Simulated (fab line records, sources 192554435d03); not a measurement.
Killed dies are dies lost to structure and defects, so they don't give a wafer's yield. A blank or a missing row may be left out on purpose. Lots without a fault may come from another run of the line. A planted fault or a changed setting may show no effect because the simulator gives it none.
fab line records | flow n5_finfet
record lots=24 wafers=72 last_day=18
route steps=1938 shown BEOL_M4@1057 BEOL_M5@1127
lots that met no fault: from a run of the same line without faults
start_h: hours from the record's first day to the start of the lot's first wafer shown | wait_h: hours since the lot's step before | " the same as in the row above | L1.1+2: a row that stands for several wafers | - no value, or no start given | * or withheld: withheld | < > ~ a bound
route shown NAME@n: a module of which the file shows steps, and the number in the route of the first | usual: mean/standard deviation of fault-free wafers | same: alike in all rows | chamber/n: place in a boat | sites: the reading at each site | _std_site: their standard deviation | _edge_site: outer sites' mean less inner sites' | radius_mm: how far each site lies from the wafer's centre | mask NAME#n: copy n | behind: the tool/chamber that last shaped the wafer | hold: why the lot was held/for how many hours/how that ended | device: the transistor (n, p or np) that didn't switch | end of line: the same wafers' tests at the end of the route | a step without rows: its recipe alone | killed: dies lost to structure and defects at the first sort, not the wafer's yield | map: a wafer's dies, x killed, . not, _ none there
set.NAME: the setting as run; set.NAME@STEP: as run at that earlier step | model.NAME: the simulator's own value behind a step, which no gauge read
steps of the route over a sample of lots; a table a step, a row a wafer
services: from which hour (start_h, from the record's first day; less than 0 if before it) a tool's chamber was out of use, for how many hours, and why
## steps
# step N5_BEOL_M4_OVL_MEAS_29
# recipe points_per_wafer=522
# usual V3_OVL=0.3/0.62
# same points_per_wafer=522
# columns lot.wafer tool chamber start_h wait_h V3_OVL[nm]
L075.3 overlay-02 0 154.05 0.0 1.2
L075.4 " 0 " " 0.3
L075.6 " 0 " " -0.1
L074.2 overlay-02 0 157.83 0.0 -0.5
L074.5 " 0 " " 0.2
L074.6 " 0 " " 0.6
L076.1 overlay-02 0 160.81 0.0 1.0
L076.3 " 0 " " 0.3
L076.5 " 0 " " 0.1
L077.1 overlay-02 0 166.63 0.0 0.5
L077.2 " 0 " " -0.7
L077.3 " 0 " " 0.8
L079.3 overlay-01 0 186.29 0.0 0.9
L079.5 " 0 " " 1.4
L079.6 " 0 " " 0.7
L078.1 overlay-02 0 189.27 0.0 1.4
L078.5 " 0 " " 0.8
L078.6 " 0 " " 0.4
L080.3 overlay-01 0 198.30 0.0 0.8
L080.4 " 0 " " 0.8
L080.6 " 0 " " 0.4
L082.2 overlay-01 0 201.65 0.0 0.7
L082.3 " 0 " " 0.4
L082.6 " 0 " " -0.5
L081.3 overlay-01 0 201.98 0.0 0.0
L081.4 " 0 " " -1.0
L081.5 " 0 " " 0.4
L083.2 overlay-02 0 202.70 0.0 1.2
L083.5 " 0 " " 0.3
L083.6 " 0 " " 0.8
L084.1 overlay-01 0 220.72 0.0 1.0
L084.3 " 0 " " 0.6
L084.5 " 0 " " 0.8
L085.1 overlay-01 0 228.59 0.0 0.0
L085.3 " 0 " " 1.1
L085.4 " 0 " " 0.9
L086.2 overlay-02 0 232.75 0.0 0.4
L086.4 " 0 " " 1.3
L086.5 " 0 " " 0.2
L087.1 overlay-01 0 251.05 0.0 0.5
L087.4 " 0 " " 1.2
L087.5 " 0 " " 1.5
L088.2 overlay-02 0 257.49 0.0 0.0
L088.5 " 0 " " 0.2
L088.6 " 0 " " 0.2
L089.1 overlay-02 0 260.15 0.0 0.2
L089.4 " 0 " " -0.1
L089.6 " 0 " " -0.4
L091.2 overlay-02 0 261.11 0.0 -0.2
L091.5 " 0 " " -0.2
L091.6 " 0 " " -0.1
L090.2 overlay-02 0 261.17 0.0 0.8
L090.4 " 0 " " 1.1
L090.5 " 0 " " 0.5
L092.4 overlay-01 0 269.83 0.0 0.7
L092.5 " 0 " " 0.5
L092.6 " 0 " " 0.0
L093.1 overlay-02 0 276.03 0.0 -0.7
L093.2 " 0 " " 0.1
L093.6 " 0 " " -0.2
L094.1 overlay-02 0 278.79 0.0 -0.2
L094.4 " 0 " " 0.2
L094.5 " 0 " " -0.8
L095.1 overlay-01 0 286.14 0.0 0.1
L095.3 " 0 " " 1.2
L095.4 " 0 " " -0.5
L096.3 overlay-02 0 295.98 0.0 -0.2
L096.4 " 0 " " 0.8
L096.6 " 0 " " 0.6
L097.2 overlay-02 0 300.92 0.0 -1.5
L097.3 " 0 " " -0.7
L097.5 " 0 " " -0.2
# step N5_BEOL_M4_ETCH_70
# recipe chemistry=N2/H2 target=SOC target_depth_a=800 overetch_a=240 mask_material=SiARC temp_c=40 time_s=130 ion_energy_ev=200 pressure_mtorr=30 source_w=840 bias_w=150 n2_flow_sccm=200 h2_flow_sccm=200
# usual drypump_motor_current_A=5.5/0.51 oes_product_au=0.59/0.058 rf_vpp_V=524.1/2.6 showerhead_plenum_p_Torr=2.54/0.086 throttle_valve_pct=17.59/0.29
# columns lot.wafer tool chamber start_h wait_h drypump_motor_current_A oes_product_au rf_hours_counter_h rf_vpp_V showerhead_plenum_p_Torr throttle_valve_pct
L075.3 rie_diel-05 3 158.71 0.0 5.4 0.51 235 523.9 2.52 17.84
L075.4 " 0 " " 5.3 0.60 93 522.3 2.47 17.59
L075.6 " 2 " " 5.6 0.60 - 524.9 2.56 17.66
L074.2 rie_diel-06 0 173.66 0.0 5.0 0.65 50 528.4 2.70 17.43
L074.5 " 1 " " 5.1 0.50 - 521.9 2.50 17.75
L074.6 " 3 " " 6.6 0.53 - 527.5 2.60 17.90
L076.1 rie_diel-05 1 173.66 0.0 4.9 0.69 11 523.2 2.49 17.09
L076.3 " 2 " " 5.6 0.59 105 524.2 2.56 17.66
L076.5 " 1 " " 4.9 0.68 - 523.0 2.49 17.10
L077.1 rie_diel-05 3 177.05 0.0 5.4 0.51 241 523.6 2.51 17.86
L077.2 " 1 " " 4.9 0.68 12 522.0 2.49 17.10
L077.3 " 0 " " 5.3 0.60 100 521.8 2.46 17.62
L078.1 rie_diel-05 0 190.30 0.0 5.3 0.59 105 521.5 2.46 17.62
L078.5 " 0 " " 5.3 0.60 - 522.2 2.46 17.62
L078.6 " 3 " " 5.4 0.51 - 522.2 2.51 17.87
L079.3 rie_diel-06 3 191.45 0.0 6.7 0.51 220 526.2 2.60 17.92
L079.5 " 0 " " 5.0 0.64 - 527.8 2.70 17.42
L079.6 " 3 " " 6.7 0.52 - 526.2 2.60 17.92
L080.3 rie_diel-02 0 199.80 0.0 5.7 0.61 74 522.3 2.47 17.35
L080.4 " 2 " " 5.4 0.65 46 530.0 2.69 17.23
L080.6 " 1 " " 6.0 0.53 - 525.8 2.62 17.98
L082.2 rie_diel-02 1 205.97 0.0 6.0 0.53 224 526.8 2.62 17.96
L082.3 " 0 " " 5.7 0.60 77 520.9 2.46 17.34
L082.6 " 3 " " 5.8 0.58 - 525.2 2.56 17.66
L081.3 rie_diel-05 2 206.10 0.0 5.6 0.58 119 524.6 2.55 17.69
L081.4 " 1 " " 4.9 0.67 - 521.8 2.49 17.13
L081.5 " 0 " " 5.2 0.58 - 522.5 2.46 17.63
L083.2 rie_diel-02 2 206.43 0.0 5.3 0.65 49 527.9 2.69 17.24
L083.5 " 3 " " 5.8 0.58 - 525.8 2.56 17.66
L083.6 " 2 " " 5.3 0.64 - 529.6 2.69 17.26
L084.1 rie_diel-05 3 222.24 0.0 5.4 0.71 2 521.9 2.51 17.42
L084.3 " 1 " " 4.9 0.64 35 522.7 2.48 17.13
L084.5 " 2 " " 5.6 0.57 - 524.8 2.55 17.71
L085.1 rie_diel-06 3 229.03 0.0 6.6 0.52 226 525.6 2.60 17.94
L085.3 " 2 " " 6.5 0.51 237 520.5 2.39 18.33
L085.4 " 2 " " 6.5 0.52 - 519.5 2.39 18.30
L086.2 rie_diel-05 0 237.04 0.0 5.3 0.58 130 521.8 2.45 17.67
L086.4 " 1 " " 4.9 0.64 41 521.4 2.48 17.12
L086.5 " 0 " " 5.3 0.58 - 521.7 2.45 17.67
L087.1 rie_diel-05 2 254.84 0.0 5.7 0.57 142 524.7 2.54 17.72
L087.4 " 0 " " 5.3 0.57 137 521.5 2.45 17.67
L087.5 " 1 " " 4.9 0.64 - 521.8 2.48 17.16
L088.2 rie_diel-05 3 259.57 0.0 5.4 0.68 16 521.5 2.50 17.46
L088.5 " 3 " " 5.4 0.68 - 522.0 2.50 17.47
L088.6 " 0 " " 5.3 0.57 - 520.5 2.45 17.68
L089.1 rie_diel-05 1 260.81 0.0 4.8 0.63 50 523.5 2.48 17.17
L089.4 " 0 " " 5.3 0.57 139 520.4 2.45 17.67
L089.6 " 3 " " 5.4 0.68 - 522.9 2.50 17.45
L091.2 rie_diel-06 3 263.74 0.0 6.6 0.52 240 527.0 2.59 17.98
L091.5 " 0 " " 5.0 0.63 - 526.8 2.69 17.48
L091.6 " 3 " " 6.6 0.51 - 526.4 2.59 17.97
L090.2 rie_diel-06 2 264.10 0.0 6.5 0.50 251 520.8 2.39 18.34
L090.4 " 1 " " 5.1 0.66 9 523.8 2.49 17.38
L090.5 " 3 " " 6.7 0.51 - 527.1 2.59 17.98
L093.1 rie_diel-02 3 280.66 0.0 5.8 0.56 150 523.8 2.55 17.71
L093.2 " 2 " " 5.4 0.61 75 528.2 2.68 17.30
L093.6 " 2 " " 5.3 0.61 - 528.1 2.68 17.29
L092.4 rie_diel-02 0 284.73 0.0 5.7 0.58 - 522.7 2.45 17.40
L092.5 " 3 " " 5.8 0.56 - 524.8 2.55 17.72
L092.6 " 2 " " 5.3 0.62 - 527.2 2.68 17.29
L094.1 rie_diel-02 0 285.13 0.0 5.7 0.58 111 521.8 2.45 17.39
L094.4 " 0 " " 5.7 0.58 - 521.5 2.45 17.40
L094.5 " 3 " " 5.8 0.56 - 524.5 2.55 17.73
L095.1 rie_diel-06 1 290.92 0.0 5.1 0.65 19 521.9 2.49 17.38
L095.3 " 0 " " 5.0 0.62 89 527.6 2.68 17.48
L095.4 " 1 " " 5.1 0.65 - 520.7 2.49 17.37
L096.3 rie_diel-02 1 299.32 0.0 6.0 0.70 3 524.8 2.61 17.66
L096.4 " 3 " " 5.8 0.56 157 522.4 2.54 17.74
L096.6 " 2 " " 5.3 0.62 - 526.6 2.67 17.30
L097.2 rie_diel-06 1 302.36 0.0 5.1 0.64 24 521.5 2.49 17.38
L097.3 " 0 " " 5.0 0.61 94 527.6 2.68 17.49
L097.5 " 2 " " 6.5 0.72 - 529.9 2.71 17.94
# step N5_BEOL_M4_ETCH_41
# recipe chemistry=CH3F/O2 target=SiCN target_depth_a=299 taper_deg=2 time_s=52.5 ion_energy_ev=120 mask_material=TiN pressure_mtorr=30 source_w=395 bias_w=75 Ar_flow_sccm=150 CH3F_flow_sccm=30 O2_flow_sccm=20
# usual drypump_motor_current_A=5.5/0.51 oes_product_au=0.80/0.082 rf_vpp_V=297.2/1.5 showerhead_plenum_p_Torr=2.00/0.063 throttle_valve_pct=16.1/0.31
# columns lot.wafer tool chamber start_h wait_h drypump_motor_current_A oes_product_au rf_hours_counter_h rf_vpp_V showerhead_plenum_p_Torr throttle_valve_pct
L075.3 rie_diel-05 3 - - 5.4 0.68 235 296.3 1.98 16.4
L075.4 " 0 " " 5.2 0.80 93 295.0 1.96 16.1
L075.6 " 2 " " 5.6 0.80 - 297.8 2.03 16.3
L074.2 rie_diel-06 0 - - 5.0 0.89 50 299.2 2.12 15.9
L074.5 " 1 " " 5.1 0.66 - 295.7 1.96 16.4
L074.6 " 3 " " 6.6 0.70 - 299.5 2.05 16.5
L076.1 rie_diel-05 1 - - 4.8 0.91 11 296.6 1.95 15.6
L076.3 " 2 " " 5.6 0.78 105 299.4 2.03 16.3
L076.5 " 1 " " 4.8 0.92 - 296.7 1.95 15.6
L077.1 rie_diel-05 3 - - 5.4 0.67 242 297.7 1.98 16.4
L077.2 " 1 " " 4.9 0.93 12 296.9 1.95 15.6
L077.3 " 0 " " 5.3 0.78 100 294.2 1.95 16.1
L078.1 rie_diel-05 0 - - 5.3 0.79 106 297.1 1.95 16.1
L078.5 " 0 " " 5.3 0.78 - 296.8 1.95 16.1
L078.6 " 3 " " 5.4 0.67 - 295.8 1.98 16.4
L079.3 rie_diel-06 3 - - 6.6 0.69 221 298.1 2.05 16.5
L079.5 " 0 " " 5.0 0.88 - 299.8 2.12 16.0
L079.6 " 3 " " 6.6 0.70 - 298.3 2.05 16.5
L080.3 rie_diel-02 0 - - 5.7 0.83 74 295.1 1.95 16.0
L080.4 " 2 " " 5.3 0.87 46 300.9 2.10 15.7
L080.6 " 1 " " 6.0 0.71 - 297.2 2.05 16.4
L082.2 rie_diel-02 1 - - 6.0 0.70 224 298.6 2.05 16.4
L082.3 " 0 " " 5.7 0.83 77 295.7 1.95 16.0
L082.6 " 3 " " 5.8 0.79 - 297.7 2.01 16.1
L081.3 rie_diel-05 2 - - 5.6 0.76 120 295.0 2.02 16.3
L081.4 " 1 " " 4.8 0.90 - 296.5 1.95 15.7
L081.5 " 0 " " 5.3 0.78 - 297.2 1.95 16.1
L083.2 rie_diel-02 2 - - 5.3 0.86 49 299.0 2.10 15.7
L083.5 " 3 " " 5.8 0.79 - 297.3 2.01 16.1
L083.6 " 2 " " 5.3 0.87 - 298.4 2.10 15.7
L084.1 rie_diel-05 3 - - 5.4 0.97 2 297.0 1.98 15.9
L084.3 " 1 " " 4.9 0.88 35 296.1 1.95 15.7
L084.5 " 2 " " 5.6 0.77 - 297.9 2.02 16.3
L085.1 rie_diel-06 3 - - 6.6 0.70 226 297.2 2.05 16.6
L085.3 " 2 " " 6.4 0.70 237 294.9 1.90 17.0
L085.4 " 2 " " 6.4 0.68 - 296.3 1.90 17.0
L086.2 rie_diel-05 0 - - 5.3 0.77 130 296.2 1.94 16.2
L086.4 " 1 " " 4.8 0.87 41 297.0 1.94 15.7
L086.5 " 0 " " 5.3 0.76 - 295.5 1.94 16.2
L087.1 rie_diel-05 2 - - 5.6 0.76 142 298.6 2.01 16.3
L087.4 " 0 " " 5.2 0.76 137 295.7 1.94 16.2
L087.5 " 1 " " 4.9 0.86 - 297.0 1.94 15.7
L088.2 rie_diel-05 3 - - 5.4 0.91 16 295.7 1.97 16.0
L088.5 " 3 " " 5.4 0.91 - 296.4 1.97 16.0
L088.6 " 0 " " 5.3 0.75 - 295.4 1.94 16.2
L089.1 rie_diel-05 1 - - 4.8 0.85 50 294.6 1.94 15.7
L089.4 " 0 " " 5.2 0.75 139 294.8 1.94 16.2
L089.6 " 3 " " 5.4 0.91 - 296.5 1.97 16.0
L091.2 rie_diel-06 3 - - 6.6 0.68 240 299.0 2.04 16.6
L091.5 " 0 " " 5.0 0.85 - 299.2 2.11 16.0
L091.6 " 3 " " 6.6 0.68 - 298.9 2.04 16.6
L090.2 rie_diel-06 2 - - 6.5 0.69 252 294.8 1.90 17.0
L090.4 " 1 " " 5.1 0.93 9 295.9 1.96 15.9
L090.5 " 3 " " 6.6 0.69 - 299.4 2.04 16.6
L093.1 rie_diel-02 3 - - 5.8 0.75 150 296.4 2.00 16.2
L093.2 " 2 " " 5.3 0.83 75 299.8 2.09 15.8
L093.6 " 2 " " 5.3 0.83 - 299.7 2.09 15.8
L092.4 rie_diel-02 0 - - 5.7 0.79 - 295.3 1.94 16.0
L092.5 " 3 " " 5.8 0.77 - 297.1 2.00 16.2
L092.6 " 2 " " 5.3 0.83 - 299.1 2.09 15.8
L094.1 rie_diel-02 0 - - 5.7 0.79 111 295.8 1.94 16.0
L094.4 " 0 " " 5.7 0.79 - 296.0 1.94 16.0
L094.5 " 3 " " 5.8 0.76 - 297.4 2.00 16.1
L095.1 rie_diel-06 1 - - 5.1 0.90 19 296.5 1.96 15.9
L095.3 " 0 " " 4.9 0.85 89 298.6 2.11 16.0
L095.4 " 1 " " 5.1 0.91 - 297.0 1.96 15.9
L096.3 rie_diel-02 1 - - 6.0 0.96 3 297.6 2.04 16.1
L096.4 " 3 " " 5.8 0.76 157 296.2 2.00 16.2
L096.6 " 2 " " 5.4 0.83 - 299.5 2.09 15.8
L097.2 rie_diel-06 1 - - 5.1 0.88 24 296.8 1.95 15.9
L097.3 " 0 " " 5.0 0.83 94 298.3 2.10 16.0
L097.5 " 2 " " 6.4 1.00 - 299.8 2.15 16.5
# step N5_BEOL_M4_ALD_84
# recipe material=TaN target_thk_a=* temp_c=275 ald_precursor_family=PDMAT ald_co_reactant=NH3 pressure_torr=3 carrier_flow_sccm=1500 pulse_time_s=2 purge_time_s=3 co_reactant_purge_time_s=2 co_reactant_pulse_time_s=3 ald_cycles=30 precursor_vessel_temp_c=75 precursor_vessel_pressure_torr=26.25 precursor_vessel_carrier_sccm=1000
# usual heater_power_w=421/56 precursor_vessel_carrier_sccm=1000/3.1 susceptor_temp_C=275.04/0.18
# same co_reactant_pulse_time_s=3
# columns lot.wafer tool chamber start_h wait_h heater_power_w precursor_vessel_carrier_sccm susceptor_temp_C
L075.3 ald_metal-01 3 159.55 0.0 442 999 274.98
L075.4 " 0 " " 331 1004 274.95
L075.6 " 1 " " 549 997 274.95
L074.2 ald_metal-01 2 174.58 0.1 415 997 275.07
L074.5 " 0 " " 324 995 274.98
L074.6 " 3 " " 451 1002 274.85
L076.1 ald_metal-03 2 174.68 0.1 390 1000 274.88
L076.3 " 3 " " 453 1009 275.14
L076.5 " 3 " " 457 1005 275.48
L077.1 ald_metal-01 1 177.77 0.1 529 1005 275.11
L077.2 " 2 " " 418 1004 275.03
L077.3 " 0 " " 326 997 275.19
L078.1 ald_metal-01 3 191.78 0.3 464 999 275.08
L078.5 " 2 " " 406 1003 275.23
L078.6 " 1 " " 537 996 274.93
L079.3 ald_metal-04 2 192.19 0.0 435 1002 274.89
L079.5 " 1 " " 366 997 274.98
L079.6 " 0 " " 490 1002 275.12
L080.3 ald_metal-01 0 200.46 0.0 327 999 274.98
L080.4 " 2 " " 412 997 275.54
L080.6 " 1 " " 533 1002 275.19
L082.2 ald_metal-04 3 206.63 0.0 378 1002 274.91
L082.3 " 0 " " 492 1003 275.21
L082.6 " 2 " " 416 1002 275.20
L081.3 ald_metal-01 3 206.77 0.0 458 1000 274.75
L081.4 " 2 " " 413 1002 274.94
L081.5 " 3 " " 453 997 274.87
L083.2 ald_metal-03 3 207.11 0.1 467 998 275.20
L083.5 " 1 " " 408 1005 274.80
L083.6 " 2 " " 396 1000 274.95
L084.1 ald_metal-03 2 222.90 0.0 388 997 275.05
L084.3 " 3 " " 450 997 275.07
L084.5 " 3 " " 454 1000 274.85
L085.1 ald_metal-04 1 229.68 0.0 370 1000 275.02
L085.3 " 2 " " 419 1001 274.98
L085.4 " 0 " " 473 1003 275.10
L086.2 ald_metal-03 3 238.69 0.0 454 995 275.03
L086.4 " 2 " " 388 997 275.10
L086.5 " 0 " " 403 999 275.13
L087.1 ald_metal-03 3 255.98 0.0 441 1006 274.94
L087.4 " 2 " " 389 996 275.08
L087.5 " 0 " " 404 1005 275.14
L088.2 ald_metal-03 3 260.22 0.0 448 999 275.20
L088.5 " 3 " " 460 996 275.37
L088.6 " 0 " " 398 996 275.04
L089.1 ald_metal-04 3 261.56 0.0 369 999 275.22
L089.4 " 1 " " 376 1007 274.96
L089.6 " 0 " " 500 1003 275.05
L091.2 ald_metal-04 3 264.63 0.0 368 999 274.96
L091.5 " 3 " " 365 994 274.82
L091.6 " 0 " " 494 1001 275.00
L090.2 ald_metal-01 3 264.95 0.1 455 996 274.66
L090.4 " 0 " " 328 997 275.08
L090.5 " 1 " " 540 1001 274.89
L093.1 ald_metal-04 2 282.16 0.2 409 999 274.85
L093.2 " 0 " " 501 1006 275.09
L093.6 " 0 " " 484 1000 274.76
L092.4 ald_metal-03 1 285.81 0.0 401 1004 275.16
L092.5 " 3 " " 448 1006 275.23
L092.6 " 0 " " 398 1000 275.03
L094.1 ald_metal-03 3 286.02 0.2 465 1001 275.23
L094.4 " 0 " " 395 1002 275.18
L094.5 " 0 " " 405 1004 275.32
L095.1 ald_metal-01 1 291.81 0.1 545 1000 275.46
L095.3 " 0 " " 323 1001 275.21
L095.4 " 2 " " 416 995 275.04
L096.3 ald_metal-04 1 300.13 0.1 377 1004 274.82
L096.4 " 3 " " 370 997 275.29
L096.6 " 2 " " 422 998 275.08
L097.2 ald_metal-01 3 303.47 0.0 452 1002 274.81
L097.3 " 2 " " 414 1003 275.05
L097.5 " 3 " " 447 995 274.81
# step N5_BEOL_M5_OVL_MEAS_12
# recipe points_per_wafer=522
# usual M5_OVL=0.1/0.83
# same points_per_wafer=522
# columns lot.wafer tool chamber start_h wait_h M5_OVL[nm]
L075.3 overlay-02 0 165.82 0.0 -0.5
L075.4 " 0 " " -0.9
L075.6 " 0 " " -0.5
L074.2 overlay-02 0 182.49 0.0 -0.8
L074.5 " 0 " " -0.3
L074.6 " 0 " " -0.4
L076.1 overlay-01 0 182.76 0.0 0.1
L076.3 " 0 " " 1.1
L076.5 " 0 " " 0.3
L077.1 overlay-02 0 184.24 0.0 0.5
L077.2 " 0 " " 0.9
L077.3 " 0 " " 1.0
L078.1 overlay-01 0 198.53 0.0 0.9
L078.5 " 0 " " 1.0
L078.6 " 0 " " 0.9
L079.3 overlay-01 0 198.83 0.0 0.1
L079.5 " 0 " " 0.3
L079.6 " 0 " " 0.6
L080.3 overlay-02 0 206.62 0.0 0.3
L080.4 " 0 " " -0.8
L080.6 " 0 " " -0.2
L082.2 overlay-02 0 213.35 0.0 -1.2
L082.3 " 0 " " -0.4
L082.6 " 0 " " -1.4
L081.3 overlay-01 0 213.45 0.0 -1.6
L081.4 " 0 " " -0.2
L081.5 " 0 " " -1.0
L083.2 overlay-02 0 218.44 0.0 0.4
L083.5 " 0 " " 0.1
L083.6 " 0 " " 0.3
L084.1 overlay-02 0 229.19 0.0 0.9
L084.3 " 0 " " 2.0
L084.5 " 0 " " 0.9
L085.1 overlay-02 0 236.09 0.0 0.0
L085.3 " 0 " " 0.0
L085.4 " 0 " " 0.0
L086.2 overlay-01 0 244.64 0.0 0.4
L086.4 " 0 " " 0.8
L086.5 " 0 " " 0.1
L087.1 overlay-02 0 264.88 0.0 -0.2
L087.4 " 0 " " -0.3
L087.5 " 0 " " -1.2
L088.2 overlay-02 0 268.56 0.0 1.7
L088.5 " 0 " " 1.7
L088.6 " 0 " " 0.4
L089.1 overlay-01 0 268.61 0.0 1.5
L089.4 " 0 " " 2.2
L089.6 " 0 " " 0.8
L090.2 overlay-01 0 272.92 0.0 0.0
L090.4 " 0 " " 0.0
L090.5 " 0 " " -0.3
L091.2 overlay-02 0 273.28 0.0 0.7
L091.5 " 0 " " 1.5
L091.6 " 0 " " 1.2
L093.1 overlay-01 0 289.03 0.0 0.1
L093.2 " 0 " " 0.6
L093.6 " 0 " " -0.8
L092.4 overlay-01 0 291.88 0.1 -0.4
L092.5 " 0 " " 0.2
L092.6 " 0 " " -0.3
L094.1 overlay-02 0 292.08 0.0 -0.9
L094.4 " 0 " " -1.1
L094.5 " 0 " " -0.8
L095.1 overlay-02 0 298.54 0.0 0.0
L095.3 " 0 " " 0.4
L095.4 " 0 " " -0.7
L096.3 overlay-02 0 308.19 0.0 -0.3
L096.4 " 0 " " -1.0
L096.6 " 0 " " -0.8
L097.2 overlay-01 0 311.58 0.0 -0.9
L097.3 " 0 " " -1.5
L097.5 " 0 " " -0.5
# step N5_BEOL_M5_DESCUM_33
# recipe chemistry=O2 time_s=7 source_power_w=50 bias_power_w=20 pressure_mtorr=20 rf_frequency_hz=2.712e+07 temp_c=40 resist=CAR-EUV o2_flow_sccm=225
# usual drypump_motor_current_A=5.6/0.43 oes_product_au=0.81/0.094 rf_vpp_V=242.6/1.5 showerhead_plenum_p_Torr=2.05/0.07 throttle_valve_pct=20.19/0.21
# columns lot.wafer tool chamber start_h wait_h drypump_motor_current_A oes_product_au rf_hours_counter_h rf_vpp_V showerhead_plenum_p_Torr throttle_valve_pct
L075.3 rie_diel-04 2 167.73 0.0 6.2 0.89 44 243.9 2.13 19.91
L075.4 " 1 " " 5.7 0.77 136 241.7 1.93 20.24
L075.6 " 2 " " 6.2 0.89 - 243.9 2.13 19.92
L074.2 rie_diel-01 1 184.16 0.0 5.8 0.84 76 242.9 2.03 20.10
L074.5 " 0 " " 4.9 0.95 - 242.1 2.06 20.05
L074.6 " 3 " " 5.6 0.75 - 244.9 2.17 20.16
L076.1 rie_diel-04 1 184.45 0.2 5.7 0.77 141 239.5 1.93 20.24
L076.3 " 0 " " 5.8 0.68 242 241.8 2.05 20.63
L076.5 " 2 " " 6.2 0.89 - 242.6 2.13 19.92
L077.1 rie_diel-01 3 185.67 0.0 5.6 0.76 152 244.2 2.17 20.17
L077.2 " 2 " " 5.2 0.77 134 241.9 2.02 20.35
L077.3 " 1 " " 5.8 0.85 77 243.3 2.03 20.11
L078.1 rie_diel-01 0 199.52 0.0 4.9 0.93 11 244.0 2.06 20.04
L078.5 " 2 " " 5.2 0.76 - 242.1 2.02 20.33
L078.6 " 1 " " 5.8 0.83 - 241.1 2.03 20.09
L079.3 rie_diel-04 0 200.00 0.0 5.8 0.68 247 242.2 2.05 20.63
L079.5 " 1 " " 5.7 0.75 - 241.4 1.93 20.25
L079.6 " 0 " " 5.8 0.68 - 241.8 2.05 20.62
L080.3 rie_diel-04 0 208.78 0.0 5.8 0.68 248 242.9 2.05 20.64
L080.4 " 1 " " 5.7 0.76 147 241.6 1.93 20.24
L080.6 " 2 " " 6.2 0.87 - 244.3 2.12 19.95
L081.3 rie_diel-04 0 214.69 0.2 5.8 0.68 249 242.8 2.05 20.63
L081.4 " 2 " " 6.2 0.86 56 242.2 2.12 19.95
L081.5 " 3 " " 5.2 0.68 - 241.8 1.98 20.27
L082.2 rie_diel-03 3 214.86 0.3 5.7 0.67 246 244.3 2.06 20.57
L082.3 " 2 " " 5.0 0.94 13 244.9 2.12 19.95
L082.6 " 0 " " 6.1 0.68 - 244.1 2.04 20.10
L083.2 rie_diel-04 3 219.96 0.2 5.2 0.68 214 241.4 1.98 20.27
L083.5 " 2 " " 6.2 0.86 - 243.6 2.12 19.94
L083.6 " 1 " " 5.7 0.75 - 239.5 1.93 20.26
L084.1 rie_diel-04 2 230.92 0.5 6.2 0.86 62 244.1 2.12 19.98
L084.3 " 3 " " 5.1 0.68 218 239.0 1.98 20.30
L084.5 " 3 " " 5.1 0.68 - 241.3 1.98 20.30
L085.1 rie_diel-04 3 237.29 0.2 5.2 0.67 222 241.1 1.98 20.29
L085.3 " 1 " " 5.7 0.74 158 240.0 1.92 20.25
L085.4 " 1 " " 5.7 0.75 - 239.3 1.92 20.27
L086.2 rie_diel-01 3 245.66 0.0 5.6 0.74 173 246.1 2.16 20.21
L086.4 " 1 " " 5.7 0.82 94 242.4 2.02 20.12
L086.5 " 1 " " 5.8 0.83 - 241.3 2.02 20.10
L087.1 rie_diel-03 1 267.11 0.0 6.3 0.90 15 245.1 2.14 20.55
L087.4 " 1 " " 6.3 0.91 - 243.8 2.14 20.53
L087.5 " 2 " " 5.0 0.88 - 244.5 2.11 20.01
L088.2 rie_diel-01 2 270.25 0.0 5.2 0.75 163 242.6 2.01 20.38
L088.5 " 3 " " 5.6 0.74 - 243.4 2.16 20.22
L088.6 " 2 " " 5.2 0.75 - 240.0 2.01 20.37
L089.1 rie_diel-01 2 272.99 0.5 5.2 0.76 165 242.2 2.01 20.40
L089.4 " 2 " " 5.2 0.76 - 242.1 2.01 20.40
L089.6 " 1 " " 5.8 0.81 - 241.8 2.02 20.14
L090.2 rie_diel-03 1 274.01 0.0 6.3 0.90 18 245.3 2.14 20.54
L090.4 " 2 " " 5.0 0.87 - 245.1 2.11 20.01
L090.5 " 0 " " 6.0 0.97 - 242.7 2.03 19.79
L091.2 rie_diel-04 2 277.00 0.0 6.2 0.83 78 244.2 2.11 19.98
L091.5 " 3 " " 5.2 0.67 - 239.8 1.97 20.29
L091.6 " 2 " " 6.2 0.83 - 244.0 2.11 19.99
L093.1 rie_diel-03 1 290.89 0.3 6.3 0.88 23 243.5 2.14 20.56
L093.2 " 0 " " 6.0 0.97 10 243.0 2.03 19.80
L093.6 " 3 " " 5.7 0.96 - 243.0 2.05 20.27
L094.1 rie_diel-01 0 293.89 0.0 5.0 0.88 38 241.2 2.05 20.08
L094.4 " 3 " " 5.6 0.72 189 243.4 2.16 20.24
L094.5 " 2 " " 5.2 0.74 - 241.4 2.01 20.40
L092.4 rie_diel-03 2 294.20 0.2 5.0 0.87 46 243.3 2.11 20.00
L092.5 " 3 " " 5.7 0.96 - 243.6 2.05 20.29
L092.6 " 0 " " 6.0 0.96 - 242.2 2.03 19.79
L095.1 rie_diel-03 1 299.68 0.1 6.3 0.88 25 245.0 2.14 20.53
L095.3 " 2 " " 5.1 0.86 48 244.2 2.11 20.01
L095.4 " 0 " " 6.0 0.95 12 243.2 2.03 19.79
L096.3 rie_diel-04 0 309.49 0.2 5.8 0.91 13 242.4 2.04 20.33
L096.4 " 1 " " 5.7 0.72 180 239.6 1.92 20.30
L096.6 " 0 " " 5.8 0.91 - 242.0 2.04 20.31
L097.2 rie_diel-01 2 314.51 0.0 5.2 0.75 178 240.3 2.01 20.41
L097.3 " 3 " " 5.6 0.72 196 244.2 2.16 20.24
L097.5 " 1 " " 5.8 0.81 - 243.6 2.02 20.16
## services
# columns tool chamber start_h hours kind
rie_diel-04 1 136.39 8.7 repair
ald_metal-04 - 149.32 0.6 repair
rie_diel-02 0 151.41 1.6 repair
rie_diel-06 2 168.37 33.9 repair
rie_diel-01 1 186.61 6.5 repair
rie_diel-06 - 195.13 28.1 pm
rie_diel-05 3 198.03 - clean
rie_diel-05 3 198.03 - consumable_replace:focus_ring
rie_diel-05 3 198.03 19.4 scheduled_down
rie_diel-05 3 198.03 19.4 vent_cycle
rie_diel-04 3 198.65 1.7 repair
ald_metal-01 0 213.13 14.7 repair
rie_diel-01 1 218.33 2.2 repair
rie_diel-06 1 223.23 - clean
rie_diel-06 1 223.23 - consumable_replace:focus_ring
rie_diel-04 - 237.68 2.8 pm
rie_diel-05 - 250.18 0.4 repair
rie_diel-01 0 254.85 1.3 repair
ald_metal-01 - 256.01 8.7 pm
rie_diel-01 0 269.55 3.6 repair
rie_diel-04 - 288.48 2.1 repair
ald_metal-04 0 289.13 2.9 repair
ald_metal-04 - 304.81 8.7 pm
rie_diel-01 1 305.80 8.6 repair
## key
fault none
